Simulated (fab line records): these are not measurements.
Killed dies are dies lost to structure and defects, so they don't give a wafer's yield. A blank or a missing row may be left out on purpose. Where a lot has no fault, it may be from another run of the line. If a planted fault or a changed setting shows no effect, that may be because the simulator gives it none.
Lot-split experiment :: flow n5_finfet :: 21 wafers read from 7 lots, route of 1938 steps

## THE SPLIT
At N5_ZERO_LAYER_EXPOSE_08 (exposes mask ZERO, defocus 0 nm, target cd 2000 nm), the setting dose_mj was moved away from the recipe's 16.2 on 9 of the 21 wafers read, by -7.3% to +6.4%. The other wafers ran this setting at the recipe's value.

## FROM THE SPLIT TO THE READING: what the file shows between them, 3 steps
- N5_ZERO_LAYER_PEB_09
- N5_ZERO_LAYER_DEVELOP_10: develop time 60 s
- N5_ZERO_LAYER_HARDBAKE_23: time 120 s

## THE READING
cd_nm (nm) at N5_ZERO_LAYER_CD_MEAS_11, where the cd target is 2000 nm. Fault-free wafers of this fab line usually give 1999.2 nm, standard deviation 1.8 nm.

wafer: L076.1
tool, chamber at the split: krf_scanner-02, 0
dose_mj as run: 16.2
against the recipe: recipe
cd_nm, nm: 1998.6
against lot-mates on the recipe: -

wafer: L076.3
tool, chamber at the split: krf_scanner-02, 0
dose_mj as run: 16.2
against the recipe: recipe
cd_nm, nm: 1997.1
against lot-mates on the recipe: -

wafer: L076.4
tool, chamber at the split: krf_scanner-02, 0
dose_mj as run: 15.02
against the recipe: -7.3%
cd_nm, nm: 1988.1
against lot-mates on the recipe: -9.8

wafer: L078.2
tool, chamber at the split: krf_scanner-02, 0
dose_mj as run: 16.2
against the recipe: recipe
cd_nm, nm: 1997.9
against lot-mates on the recipe: -

wafer: L078.3
tool, chamber at the split: krf_scanner-02, 0
dose_mj as run: 15.33
against the recipe: -5.4%
cd_nm, nm: 1987.7
against lot-mates on the recipe: -10.2

wafer: L078.5
tool, chamber at the split: krf_scanner-02, 0
dose_mj as run: 15.33
against the recipe: -5.4%
cd_nm, nm: 1988.1
against lot-mates on the recipe: -9.8

wafer: L080.4
tool, chamber at the split: krf_scanner-02, 0
dose_mj as run: 16.2
against the recipe: recipe
cd_nm, nm: 2002.0
against lot-mates on the recipe: -

wafer: L080.5
tool, chamber at the split: krf_scanner-02, 0
dose_mj as run: 16.2
against the recipe: recipe
cd_nm, nm: 1998.0
against lot-mates on the recipe: -

wafer: L080.6
tool, chamber at the split: krf_scanner-02, 0
dose_mj as run: 16.2
against the recipe: recipe
cd_nm, nm: 1998.6
against lot-mates on the recipe: -

wafer: L090.3
tool, chamber at the split: krf_scanner-02, 0
dose_mj as run: 16.2
against the recipe: recipe
cd_nm, nm: 1999.1
against lot-mates on the recipe: -

wafer: L090.4
tool, chamber at the split: krf_scanner-02, 0
dose_mj as run: 16.2
against the recipe: recipe
cd_nm, nm: 2000.5
against lot-mates on the recipe: -

wafer: L090.5
tool, chamber at the split: krf_scanner-02, 0
dose_mj as run: 17.24
against the recipe: +6.4%
cd_nm, nm: 2010.4
against lot-mates on the recipe: +10.6

wafer: L091.1
tool, chamber at the split: krf_scanner-01, 0
dose_mj as run: 16.53
against the recipe: +2.0%
cd_nm, nm: 2003.3
against lot-mates on the recipe: +6.3

wafer: L091.3
tool, chamber at the split: krf_scanner-01, 0
dose_mj as run: 16.53
against the recipe: +2.0%
cd_nm, nm: 2002.8
against lot-mates on the recipe: +5.8

wafer: L091.4
tool, chamber at the split: krf_scanner-01, 0
dose_mj as run: 16.2
against the recipe: recipe
cd_nm, nm: 1997.0
against lot-mates on the recipe: -

wafer: L093.4
tool, chamber at the split: krf_scanner-02, 0
dose_mj as run: 16.2
against the recipe: recipe
cd_nm, nm: 1996.5
against lot-mates on the recipe: -

wafer: L093.5
tool, chamber at the split: krf_scanner-02, 0
dose_mj as run: 15.54
against the recipe: -4.1%
cd_nm, nm: 1991.3
against lot-mates on the recipe: -6.8

wafer: L093.6
tool, chamber at the split: krf_scanner-02, 0
dose_mj as run: 16.2
against the recipe: recipe
cd_nm, nm: 1999.7
against lot-mates on the recipe: -

wafer: L095.1
tool, chamber at the split: krf_scanner-01, 0
dose_mj as run: 16.74
against the recipe: +3.3%
cd_nm, nm: 2007.1
against lot-mates on the recipe: +9.8

wafer: L095.4
tool, chamber at the split: krf_scanner-01, 0
dose_mj as run: 16.2
against the recipe: recipe
cd_nm, nm: 1997.3
against lot-mates on the recipe: -

wafer: L095.5
tool, chamber at the split: krf_scanner-01, 0
dose_mj as run: 16.74
against the recipe: +3.3%
cd_nm, nm: 2007.7
against lot-mates on the recipe: +10.4

THE FIT
A straight line over all 21 wafers: cd_nm changes by +1.89 nm for each +1% of dose_mj; r = +0.97; the points scatter about the line by 1.6 nm.
The same after taking each lot's own level away (the mean of its wafers on the recipe; 21 wafers): +1.86 nm for each +1%; r = +0.96; scatter 1.8 nm.
Per that fit: largest dose_mj move, reading shift of 14 nm.
From 1997.00 to 1999.80 nm: that is the span of the lots' own levels, equal to 1.6 times the standard deviation above.
The two slopes are in agreement: the lot-to-lot level therefore moves the slope only a little.
Check: with one of the wafers moved furthest among these (-7.3%) left out of the fit, the line predicts -14.1 nm for it against its lot-mates. Against them it came out at -9.75 nm.

## FURTHER SPLITS ON THESE WAFERS
Note: prior to the reading, these wafers also went through further splits. Each is held against what the fit with the lots' levels taken away leaves over:
other split on the same wafers: N5_ZERO_LAYER_PECVD_02 time_s
wafers away from the commonest value: 6
r with cd_nm (lot level and that fit taken away): +0.03

## THE WHOLE CHAIN: every reading that the file lists as answering this split, in the file's order
step: N5_ZERO_LAYER_CD_MEAS_11
what it does: target cd 2000 nm
reading: cd_nm
change (the file's fit): +1.72 nm for each +1% of the setting
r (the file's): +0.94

step: N5_ZERO_LAYER_DESCUM_16
what it does: chemistry O2, time 7.9 s
reading: ZERO_LAYER.cd_nm (the simulator's own value, which no gauge read)
change (the file's fit): +1.74 nm for each +1% of the setting
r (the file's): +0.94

## THE FILE'S OWN FIT
cd_nm changes by +1.72 nm for each +1% of dose_mj, r = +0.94.
